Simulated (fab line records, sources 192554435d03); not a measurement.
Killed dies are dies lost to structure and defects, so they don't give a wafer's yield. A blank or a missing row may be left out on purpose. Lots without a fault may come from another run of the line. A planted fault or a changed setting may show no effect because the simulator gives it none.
Split-lot experiment | flow n5_finfet | 7 lots, 21 wafers read, on a route of 1938 steps

THE SPLIT
At N5_DUMMY_GATE_EXPOSE_12 (exposes mask GATE, target cd 25 nm), the setting dose_mj was moved away from the recipe's 34 on 5 of the 21 wafers read, by -4.4% to +7.1%. The other wafers ran this setting at the recipe's value.

FROM THE SPLIT TO THE READING: what the file shows between them, 16 steps
- N5_DUMMY_GATE_PEB_13: peb time 60 s
- N5_DUMMY_GATE_DEVELOP_14: develop time 30 s
- N5_DUMMY_GATE_CD_MEAS_15: target cd 25.8 nm
- N5_DUMMY_GATE_ETCH_29: etches underlayer in N2/H2, target depth 13 nm
- N5_DUMMY_GATE_ETCH_36: etches SiARC in CF4, target depth 13 nm
- N5_DUMMY_GATE_ETCH_37: etches SOC in N2/H2, target depth 60 nm, overetch 30 nm
- N5_DUMMY_GATE_STRIP_38: strips in N2/H2
- N5_DUMMY_GATE_STRIP_39: strips in N2/H2
- N5_DUMMY_GATE_TRIM_49: chemistry O2, time 29 s, target cd 14 nm
- N5_DUMMY_GATE_STRIP_40: strips in CF4
- N5_DUMMY_GATE_CD_MEAS_50: target cd 14 nm
- N5_DUMMY_GATE_ETCH_31: etches SiO2 in C4F6/O2, target depth 82.5 nm, time 27.5 s
- N5_DUMMY_GATE_STRIP_41: strips in O2
- N5_DUMMY_GATE_HM_OPEN_21: chemistry CH3F/O2, target SiNx, target depth 120 nm, time 171.4 s
- N5_DUMMY_GATE_ETCH_23: etches poly-Si in HBr/Cl2/O2, target depth 41 nm, time 22.3 s
- N5_DUMMY_GATE_ETCH_44: etches poly-Si in HBr/O2, stops on SiO2, target depth 127.5 nm

THE READING
cd_nm, in nm, at N5_DUMMY_GATE_CD_MEAS_24 (target cd 15 nm). Fault-free wafers of this fab line usually give 15.1 nm, standard deviation 0.31 nm.

wafer  | tool, chamber at the split | dose_mj as run | against the recipe | cd_nm, nm | against lot-mates on the recipe
L075.1 | euv_scanner-01, 0          | 34             | recipe             | 15.5      | -
L075.2 | euv_scanner-01, 0          | 34             | recipe             | 15.2      | -
L075.3 | euv_scanner-01, 0          | 34             | recipe             | 15.0      | -
L076.1 | euv_scanner-02, 0          | 34             | recipe             | 15.2      | -
L076.2 | euv_scanner-02, 0          | 34             | recipe             | 15.3      | -
L076.6 | euv_scanner-02, 0          | 34             | recipe             | 15.4      | -
L077.4 | euv_scanner-01, 0          | 36.4           | +7.1%              | 13.8      | -1.4
L077.5 | euv_scanner-01, 0          | 34             | recipe             | 15.0      | -
L077.6 | euv_scanner-01, 0          | 34             | recipe             | 15.5      | -
L080.1 | euv_scanner-02, 0          | 34             | recipe             | 14.9      | -
L080.5 | euv_scanner-02, 0          | 35.74          | +5.1%              | 13.8      | -1.5
L080.6 | euv_scanner-02, 0          | 34             | recipe             | 15.7      | -
L085.1 | euv_scanner-01, 0          | 34             | recipe             | 15.4      | -
L085.2 | euv_scanner-01, 0          | 34             | recipe             | 15.7      | -
L085.5 | euv_scanner-01, 0          | 34.93          | +2.7%              | 14.3      | -1.2
L095.1 | euv_scanner-02, 0          | 34             | recipe             | 14.9      | -
L095.3 | euv_scanner-02, 0          | 32.51          | -4.4%              | 15.9      | +1.0
L095.6 | euv_scanner-02, 0          | 32.51          | -4.4%              | 15.7      | +0.8
L096.1 | euv_scanner-02, 0          | 34             | recipe             | 14.8      | -
L096.4 | euv_scanner-02, 0          | 34             | recipe             | 14.4      | -
L096.6 | euv_scanner-02, 0          | 34             | recipe             | 14.9      | -

THE FIT
A straight line over all 21 wafers: cd_nm changes by -0.199 nm for each +1% of dose_mj; r = -0.83; the points scatter about the line by 0.34 nm.
The same after taking each lot's own level away (the mean of its wafers on the recipe; 21 wafers): -0.237 nm for each +1%; r = -0.92; scatter 0.26 nm.
On that fit, the largest move of dose_mj shifts the reading by 1.7 nm.
The lots' own levels span 14.70 to 15.55 nm, that is 2.7 times the standard deviation above.
So the lot-to-lot level changes the slope: the two fits differ.
Check: with one of the wafers moved furthest among these (+7.1%) left out of the fit, the line predicts -1.92 nm for it against its lot-mates. It came out at -1.45 nm against them.

OTHER SPLITS ON THESE WAFERS
These wafers also went through other splits before the reading. Each is held against what the fit with the lots' levels taken away leaves over:
other split on the same wafers            | wafers away from the commonest value | r with cd_nm (lot level and that fit taken away)
N5_PMOS_HMC_CHANNEL_EPI_PEB_07 peb_temp_c | 3                                    | -0.32
N5_FIN_CUT_COAT_02 spin_rpm               | 5                                    | -0.06
N5_DUMMY_GATE_COAT_34 spin_rpm            | 4                                    | -0.20

THE WHOLE CHAIN: every reading that the file lists as answering this split, in the file's order
step                     | what it does                             | reading                                                           | change (the file's fit)               | r (the file's)
N5_DUMMY_GATE_CD_MEAS_15 | target cd 25.8 nm                        | cd_nm                                                             | -0.19 nm for each +1% of the setting  | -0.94
N5_DUMMY_GATE_TRIM_49    | chemistry O2, time 29 s, target cd 14 nm | DUMMY_GATE.cd_nm (the simulator's own value, which no gauge read) | -0.226 nm for each +1% of the setting | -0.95
N5_DUMMY_GATE_CD_MEAS_50 | target cd 14 nm                          | cd_nm                                                             | -0.235 nm for each +1% of the setting | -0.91
N5_DUMMY_GATE_CD_MEAS_24 | target cd 15 nm                          | cd_nm                                                             | -0.246 nm for each +1% of the setting | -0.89

THE FILE'S OWN FIT
cd_nm changes by -0.246 nm for each +1% of dose_mj, r = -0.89.
